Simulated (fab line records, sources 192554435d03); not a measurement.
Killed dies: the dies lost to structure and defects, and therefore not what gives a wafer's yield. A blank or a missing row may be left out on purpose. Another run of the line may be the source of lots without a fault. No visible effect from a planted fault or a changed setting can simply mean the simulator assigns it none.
Code-filled problem report in 8D (eight disciplines) form :: flow n5Finfet :: the parts of the form that need people (team, actions taken, sign-off) are left out

== 1. WHAT WENT WRONG ==
N5_BEOL_M5_VIA_ETCH_34, oesProductAu: mean 0.27 a.u. over 1 wafer from 1 lot; wafers with no fault: 0.78 a.u., standard deviation 0.079. Measured from the usual mean, that is -6.5 standard deviations.
The step: etches SiCOH lowk in C4F6/O2, target depth 88.3 nm, time 39.2 s.
Seen first at day 14 16:52 on rieDiel-05, wafer L437.2. The record has a number at this step for 9 wafers belonging to 3 lots. Rule for "out", or "out of limits": more than 4 standard deviations from the usual mean. The rest of the wafers with a number are treated as sound.

== 2. WHAT IT IS; WHAT IT IS NOT ==
question: which readings at this step
is: oesProductAu
is not: C4F6_flow_sccm, rfVppV, showerheadPlenumPTorr, throttleValvePct

question: which lots
is: L437
is not: L421, L439

question: which wafers of those lots
is: L437.2
is not: L437.1, L437.6

question: read on which tools
is: rieDiel-05
is not: rieDiel-01

question: when
is: from day 14 16:52
is not: up to then (5 sound wafers); but 3 sound wafers of L439 came after

== 3. WHAT RULES OUT EACH SUSPECT ==
Counting: any tool at a process step up to the reading remains a suspect provided it ran every lot that is out. Sound lots after the first of them don't rule it out here, since some wafers of a struck lot are sound.
- pvdSputter-01 at N5_BEOL_M5_HM_DEP_02 (deposits TiN, target thk 20 nm): kept. It ran the lot that is out, L437 (day 14 13:34); its last sound lot up to then is L421 (day 11 01:55).
- rieMetal-01 at N5_BEOL_M5_HM_OPEN_17 (chemistry Cl2/BCl3, target TiN, target depth 20 nm, overetch 6 nm): kept. It ran the lot that is out, L437 (day 14 14:26); its last sound lot up to then is L421 (day 11 02:48).
- rieDiel-05 at N5_BEOL_M5_VIA_ETCH_34 (etches SiCOH lowk in C4F6/O2, target depth 88.3 nm, time 39.2 s): kept. It ran the lot that is out, L437 (day 14 16:52). On those wafers its own readings are out: oesProductAu.
- Within rieMetal-01 at N5_BEOL_M5_HM_OPEN_17: the wafers that are out ran in chamber 1; their sound lot-mates ran in chamber 0.
- Within rieDiel-05 at N5_BEOL_M5_VIA_ETCH_34: the wafers that are out ran in chamber 1; their sound lot-mates ran in chamber 0.
pvdSputter-01 at N5_BEOL_M5_HM_DEP_02, rieMetal-01 at N5_BEOL_M5_HM_OPEN_17 and rieDiel-05 at N5_BEOL_M5_VIA_ETCH_34 are what is left after counting.

== 4. THE CAUSE (what the simulator had put in) ==
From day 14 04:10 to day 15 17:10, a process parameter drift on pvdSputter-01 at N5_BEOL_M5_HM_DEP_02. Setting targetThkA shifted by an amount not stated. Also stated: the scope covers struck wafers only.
3 suspects survive the count, and this tool is in that group.

== 5. THE CHAIN OF EFFECTS, in route order ==
Each row: a reading where the mean over the struck wafers with a number is more than 3 standard deviations away from the usual. Only readings for which the record gives a usual standard deviation are gone through. hours: the time from each lot's start at the first step in this table that gives one to its start at this step, as a median over the lots. sigmas: the change in usual standard deviations.
hours: 0
step: N5_BEOL_M5_VIA_ETCH_34
reading: oesProductAu
usual: 0.78 a.u.
on struck wafers: 0.27
change: -0.51
sigmas: -6.5

hours: 103
step: N5_PASSIVATION_PROBE_49
reading: defectLimitedYield
usual: 91.2 %
on struck wafers: 0.0
change: -91.2
sigmas: -65

hours: 103
step: N5_PASSIVATION_PROBE_49
reading: killed_at_M4_up
usual: 14
on struck wafers: 1121
change: +1107
sigmas: +99 or more

hours: 103
step: N5_PASSIVATION_PROBE_49
reading: killedDies
usual: 104
on struck wafers: 1180
change: +1076
sigmas: +63

hours: 103
step: N5_PASSIVATION_PROBE_49
reading: killedOnRim
usual: 14
on struck wafers: 152
change: +138
sigmas: +34

hours: 103
step: N5_PASSIVATION_PROBE_49
reading: sort_bin_5_function
usual: 5.2 %
on struck wafers: 97.1
change: +91.9
sigmas: +92

hours: 103
step: N5_PASSIVATION_PROBE_49
reading: sortNPass
usual: 1069
on struck wafers: 0
change: -1069
sigmas: -21

hours: 103
step: N5_PASSIVATION_PROBE_49
reading: sortYieldPct
usual: 91 %
on struck wafers: 0
change: -91
sigmas: -21
Its process steps:
- N5_BEOL_M5_VIA_ETCH_34: etches SiCOH lowk in C4F6/O2, target depth 88.3 nm, time 39.2 s.
- N5_PASSIVATION_PROBE_49
Readings that are blank on the struck wafers while sound wafers have them: trenchDepthNm at N5_BEOL_M5_OCD_MEAS_38; cdNm at N5_BEOL_M5_CD_MEAS_35.

== 6. WHAT WOULD HAVE CAUGHT IT SOONER ==
First out-of-limits reading in this record: day 14 16:52, which is 13 hours after fault onset at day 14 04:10.
Tool readings at N5_BEOL_M5_HM_DEP_02 with a usual standard deviation given in the record: none out on any struck wafer, hence no alarm at a limit of 4 standard deviations on them.
Each of the lots that are out, 1 in all, had begun N5_BEOL_M5_HM_DEP_02 on pvdSputter-01 no later than day 14 16:52. Had the tool been put on hold then, not one of them would have been saved.
